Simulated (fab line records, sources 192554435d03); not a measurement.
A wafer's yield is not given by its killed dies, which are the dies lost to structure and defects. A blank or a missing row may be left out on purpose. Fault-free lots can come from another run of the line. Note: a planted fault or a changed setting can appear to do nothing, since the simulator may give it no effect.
A lot that was struck, set against a sound lot :: flow n5_finfet :: 17 out of 1938 route steps
Sound: the wafers L492.1, L492.2, L492.4. Struck: wafers L494.1, L494.5, L494.6. The cause comes at the end.
At each step with rows: each side's tool, then ch and its chambers, then its first start. Under that, the readings that differ: sound wafers :: struck wafers :: difference of the means :: sigmas: that difference in standard deviations of wafers without a fault.
alike: same words and numbers on both sides, and readings whose means sit less than 2 such deviations apart. not compared: any withheld reading, any reading some wafer has no value for, any bound like >300 that may hide the same value, and any number with overlapping values for which the record gives no deviation.
A row with sigmas, a row that says differs or no value, or rows on one side alone: a step with any of these is where the two part. When numbers do not overlap yet have no deviation, they are printed without sigmas and do not part them. Lack of a reading on every wafer of one side parts them only where that side has two or more wafers.

first, 8 steps without rows for these wafers: N5_BEOL_M9_PRE_CLEAN_55 (time 15 s); N5_BEOL_M9_DEP_56 (deposits SiCN from 3MS/NH3, target thk 15 nm, time 26.5 s); N5_BEOL_M10_ILD_DEP_00 (deposits SiCOH lowk from DEMS/porogen, target thk 308.51 nm, time 58 s); N5_BEOL_M10_CURE_71 (cures SiCOH lowk, time 240 s); N5_BEOL_M10_PECVD_70 (deposits SiO2 from TEOS/O2, target thk 20 nm, time 22.7 s); N5_BEOL_M10_HM_DEP_02 (deposits TiN, target thk 20 nm); N5_BEOL_M10_COAT_59 (time 60 s, resist thk 100 nm); N5_BEOL_M10_COAT_60 (time 60 s, resist thk 30 nm).
N5_BEOL_M10_COAT_05: resist thk 90 nm.
  sound on litho_track-01 ch 0, day 10 11:44; struck on litho_track-01 ch 0, day 11 07:50
reading: spin_speed_rpm (rpm)
sound: 1499.4 1500.4 1499.6
struck: 1425.9 1425.6 1427.4
difference: -73.5
sigmas: -83

reading: model.CAR-ArF_of_BEOL_M10_COAT_05.thk_nm (nm)
sound: 90.2 90.4 90.4
struck: 92.6 92.6 92.6
difference: +2.3
sigmas: 
then, 6 steps without rows for these wafers: N5_BEOL_M10_EBR_07; N5_BEOL_M10_SOFTBAKE_06 (time 60 s); N5_BEOL_M10_EXPOSE_08 (exposes mask M10); N5_BEOL_M10_PEB_09 (peb time 60 s); N5_BEOL_M10_DEVELOP_10 (develop time 30 s); N5_BEOL_M10_DESCUM_16 (chemistry O2, time 7.9 s).
N5_BEOL_M10_ETCH_61: etches SiARC in CF4, target depth 39 nm, time 65 s.
  sound on rie_diel-04 ch 1,3, day 10 12:06; struck on rie_diel-04 ch 0,1, day 11 08:23
reading: model.CAR-ArF_of_BEOL_M10_COAT_05.thk_nm (nm)
sound: 55.6 56 56
struck: 58 58 58.2
difference: +2
sigmas: 
  alike: cf4_flow_sccm, chamber_pressure_mTorr, drypump_motor_current_A, etch_rf_on_time_s, oes_product_au, rf_vpp_V, showerhead_plenum_p_Torr, throttle_valve_pct
  not compared: rf_hours_counter_h
then, 1 step without rows for these wafers: N5_BEOL_M10_ETCH_62 (etches SOC in N2/H2, target depth 110 nm, overetch 22 nm, time 165 s).

WHERE THEY PART
Only at N5_BEOL_M10_COAT_05, within this record. Later steps at which nothing parts them and some readings are alike: N5_BEOL_M10_ETCH_61.

WHY: whatever the simulator had introduced
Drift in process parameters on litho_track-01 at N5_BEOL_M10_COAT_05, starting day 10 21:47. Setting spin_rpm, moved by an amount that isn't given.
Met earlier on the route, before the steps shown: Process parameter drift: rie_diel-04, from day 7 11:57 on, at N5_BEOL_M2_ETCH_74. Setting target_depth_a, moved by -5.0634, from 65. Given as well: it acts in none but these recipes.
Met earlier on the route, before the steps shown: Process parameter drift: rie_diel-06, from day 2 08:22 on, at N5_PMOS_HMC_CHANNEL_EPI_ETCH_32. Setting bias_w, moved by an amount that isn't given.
